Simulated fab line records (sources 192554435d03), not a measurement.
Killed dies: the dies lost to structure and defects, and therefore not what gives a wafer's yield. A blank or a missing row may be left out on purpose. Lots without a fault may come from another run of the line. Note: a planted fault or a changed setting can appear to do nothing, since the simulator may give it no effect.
Lot-split experiment / flow n5Finfet / 21 wafers read from 7 lots, route of 1938 steps

ABOUT THE SPLIT
At N5_DUMMY_GATE_COAT_35 (time 60 s, resist thk 10 nm), the setting spinRpm was moved away from the recipe's 1500 rpm on 7 of the 21 wafers read, by -8.7% to +7.5%. For the rest of the wafers, this setting stayed at what the recipe calls for.

The reading comes from the split's own step.

THE READING
SiARC_of_DUMMY_GATE_COAT_35.thkNm (the simulator's own value, which no gauge read), in nm, at N5_DUMMY_GATE_COAT_35 (time 60 s, resist thk 10 nm). No usual value for it is given in the file.

wafer=L079.1; tool, chamber at the split=lithoTrack-03, 0; spinRpm as run, rpm=1391; against the recipe=-7.3%; SiARC_of_DUMMY_GATE_COAT_35.thkNm, nm=10.4; against lot-mates on the recipe=+0.4
wafer=L079.6; tool, chamber at the split=lithoTrack-03, 0; spinRpm as run, rpm=1391; against the recipe=-7.3%; SiARC_of_DUMMY_GATE_COAT_35.thkNm, nm=10.4; against lot-mates on the recipe=+0.4
wafer=L079.2; tool, chamber at the split=lithoTrack-03, 0; spinRpm as run, rpm=1500; against the recipe=recipe; SiARC_of_DUMMY_GATE_COAT_35.thkNm, nm=10; against lot-mates on the recipe=-
wafer=L084.1; tool, chamber at the split=lithoTrack-03, 0; spinRpm as run, rpm=1500; against the recipe=recipe; SiARC_of_DUMMY_GATE_COAT_35.thkNm, nm=10; against lot-mates on the recipe=-
wafer=L084.2; tool, chamber at the split=lithoTrack-03, 0; spinRpm as run, rpm=1500; against the recipe=recipe; SiARC_of_DUMMY_GATE_COAT_35.thkNm, nm=10; against lot-mates on the recipe=-
wafer=L084.5; tool, chamber at the split=lithoTrack-03, 0; spinRpm as run, rpm=1500; against the recipe=recipe; SiARC_of_DUMMY_GATE_COAT_35.thkNm, nm=10; against lot-mates on the recipe=-
wafer=L085.3; tool, chamber at the split=lithoTrack-03, 0; spinRpm as run, rpm=1500; against the recipe=recipe; SiARC_of_DUMMY_GATE_COAT_35.thkNm, nm=10; against lot-mates on the recipe=-
wafer=L085.4; tool, chamber at the split=lithoTrack-03, 0; spinRpm as run, rpm=1500; against the recipe=recipe; SiARC_of_DUMMY_GATE_COAT_35.thkNm, nm=10; against lot-mates on the recipe=-
wafer=L085.6; tool, chamber at the split=lithoTrack-03, 0; spinRpm as run, rpm=1613; against the recipe=+7.5%; SiARC_of_DUMMY_GATE_COAT_35.thkNm, nm=9.6; against lot-mates on the recipe=-0.4
wafer=L086.1; tool, chamber at the split=lithoTrack-04, 0; spinRpm as run, rpm=1500; against the recipe=recipe; SiARC_of_DUMMY_GATE_COAT_35.thkNm, nm=10; against lot-mates on the recipe=-
wafer=L086.6; tool, chamber at the split=lithoTrack-04, 0; spinRpm as run, rpm=1500; against the recipe=recipe; SiARC_of_DUMMY_GATE_COAT_35.thkNm, nm=10; against lot-mates on the recipe=-
wafer=L086.3; tool, chamber at the split=lithoTrack-04, 0; spinRpm as run, rpm=1370; against the recipe=-8.7%; SiARC_of_DUMMY_GATE_COAT_35.thkNm, nm=10.4; against lot-mates on the recipe=+0.4
wafer=L089.1; tool, chamber at the split=lithoTrack-04, 0; spinRpm as run, rpm=1388; against the recipe=-7.5%; SiARC_of_DUMMY_GATE_COAT_35.thkNm, nm=10.4; against lot-mates on the recipe=+0.4
wafer=L089.2; tool, chamber at the split=lithoTrack-04, 0; spinRpm as run, rpm=1388; against the recipe=-7.5%; SiARC_of_DUMMY_GATE_COAT_35.thkNm, nm=10.4; against lot-mates on the recipe=+0.4
wafer=L089.4; tool, chamber at the split=lithoTrack-04, 0; spinRpm as run, rpm=1500; against the recipe=recipe; SiARC_of_DUMMY_GATE_COAT_35.thkNm, nm=10; against lot-mates on the recipe=-
wafer=L090.1; tool, chamber at the split=lithoTrack-04, 0; spinRpm as run, rpm=1433; against the recipe=-4.5%; SiARC_of_DUMMY_GATE_COAT_35.thkNm, nm=10.2; against lot-mates on the recipe=+0.2
wafer=L090.4; tool, chamber at the split=lithoTrack-04, 0; spinRpm as run, rpm=1500; against the recipe=recipe; SiARC_of_DUMMY_GATE_COAT_35.thkNm, nm=10; against lot-mates on the recipe=-
wafer=L090.5; tool, chamber at the split=lithoTrack-04, 0; spinRpm as run, rpm=1500; against the recipe=recipe; SiARC_of_DUMMY_GATE_COAT_35.thkNm, nm=10; against lot-mates on the recipe=-
wafer=L094.1; tool, chamber at the split=lithoTrack-03, 0; spinRpm as run, rpm=1500; against the recipe=recipe; SiARC_of_DUMMY_GATE_COAT_35.thkNm, nm=10; against lot-mates on the recipe=-
wafer=L094.3; tool, chamber at the split=lithoTrack-03, 0; spinRpm as run, rpm=1500; against the recipe=recipe; SiARC_of_DUMMY_GATE_COAT_35.thkNm, nm=10; against lot-mates on the recipe=-
wafer=L094.6; tool, chamber at the split=lithoTrack-03, 0; spinRpm as run, rpm=1500; against the recipe=recipe; SiARC_of_DUMMY_GATE_COAT_35.thkNm, nm=10; against lot-mates on the recipe=-

FIT RESULTS
A straight line over all 21 wafers: SiARC_of_DUMMY_GATE_COAT_35.thkNm changes by -0.052 nm for each +1% of spinRpm; r = -1.00; the points scatter about the line by 0.016 nm.
The same after taking each lot's own level away (the mean of its wafers on the recipe; 21 wafers): -0.052 nm for each +1%; r = -1.00; scatter 0.016 nm.
The reading moves by 0.45 nm for the largest change in spinRpm, on that fit.
The lots' own levels span 10.00 to 10.00 nm.
Consequently the slope shifts little with the lot-to-lot level, the two slopes agreeing.
Check: with one of the wafers moved furthest among these (-8.7%) left out of the fit, the line predicts +0.463 nm for it against its lot-mates. Against them it came out at +0.4 nm.

FURTHER SPLITS ON THESE WAFERS
Before the reading, these wafers also passed through other splits. Each is held against what the fit with the lots' levels taken away leaves over:
other split on the same wafers=N5_WELL_APT_COAT_02 spinRpm; wafers away from the commonest value=2; r with SiARC_of_DUMMY_GATE_COAT_35.thkNm (lot level and that fit taken away)=+0.01
other split on the same wafers=N5_DUMMY_GATE_CVD_03 tempC; wafers away from the commonest value=12; r with SiARC_of_DUMMY_GATE_COAT_35.thkNm (lot level and that fit taken away)=-0.03

FILE'S OWN FIT
SiARC_of_DUMMY_GATE_COAT_35.thkNm changes by -0.051 nm for each +1% of spinRpm, r = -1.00.
